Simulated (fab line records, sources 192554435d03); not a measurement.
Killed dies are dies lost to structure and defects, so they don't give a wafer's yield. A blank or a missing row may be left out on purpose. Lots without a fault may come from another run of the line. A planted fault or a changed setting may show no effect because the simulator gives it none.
Chamber matching | flow n5_finfet | N5_BEOL_M3_CO_CAP_55 on cvd_co-01: 3 sister chambers
The step material Co, precursor CCTBA/H2, target thk 2 nm, time 102.1 s. 22 wafers are shown with their chamber, then 11 later ones without.

WAFERS WITH THEIR CHAMBER
wafer  | chamber | heater_power_w (W)
L074.2 | 1       | 236
L074.3 | 2       | 243
L074.6 | 1       | 234
L076.2 | 1       | 236
L076.5 | 1       | 237
L076.6 | 0       | 244
L079.1 | 0       | 235
L079.2 | 1       | 235
L079.5 | 1       | 236
L080.1 | 0       | 239
L080.4 | 0       | 241
L080.5 | 2       | 248
L082.1 | 0       | 236
L082.2 | 2       | 241
L082.4 | 2       | 246
L083.1 | 1       | 233
L083.3 | 0       | 239
L083.5 | 2       | 240
L086.1 | 0       | 240
L086.3 | 1       | 238
L086.4 | 0       | 237
L093.2 | 2       | 250

SIGNATURES (means of the wafers above)
reading        | chamber 0 | chamber 1 | chamber 2 | scatter within a chamber
heater_power_w | 238.88    | 235.62    | 244.67    | 2.87
Rule: a wafer's distance from a chamber is the root of the sum, over the readings, of the square of ((its reading less the chamber's mean) divided by the reading's scatter). The wafer belongs to the nearest chamber; if the next one is less than 2 further off, it can't be placed. The scatter: the root of (the sum of the squares of (reading less its chamber's mean) over the shown wafers, divided by (wafers less chambers)).

WAFERS WITHOUT THEIR CHAMBER
wafer  | heater_power_w (W)
L093.4 | 235
L093.6 | 243
L095.1 | 230
L095.3 | 238
L095.6 | 243
L097.1 | 245
L097.3 | 240
L097.6 | 237
L096.1 | 236
L096.4 | 243
L096.5 | 243

WHICH CHAMBER EACH WENT THROUGH
wafer  | from the rows above          | in truth
L093.4 | can't be placed: 1 or 0      | 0
L093.6 | can't be placed: 2 or 0 or 1 | 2
L095.1 | can't be placed: 1 or 0      | 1
L095.3 | can't be placed: 0 or 1      | 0
L095.6 | can't be placed: 2 or 0 or 1 | 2
L097.1 | 2                            | 2
L097.3 | can't be placed: 0 or 1 or 2 | 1
L097.6 | can't be placed: 1 or 0      | 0
L096.1 | can't be placed: 1 or 0      | 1
L096.4 | can't be placed: 2 or 0 or 1 | 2
L096.5 | can't be placed: 2 or 0 or 1 | 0
Placed correctly: 1 of 11. Can't be placed from these rows: 10 (the true chamber is among the candidates in 10). Placed wrongly: 0.
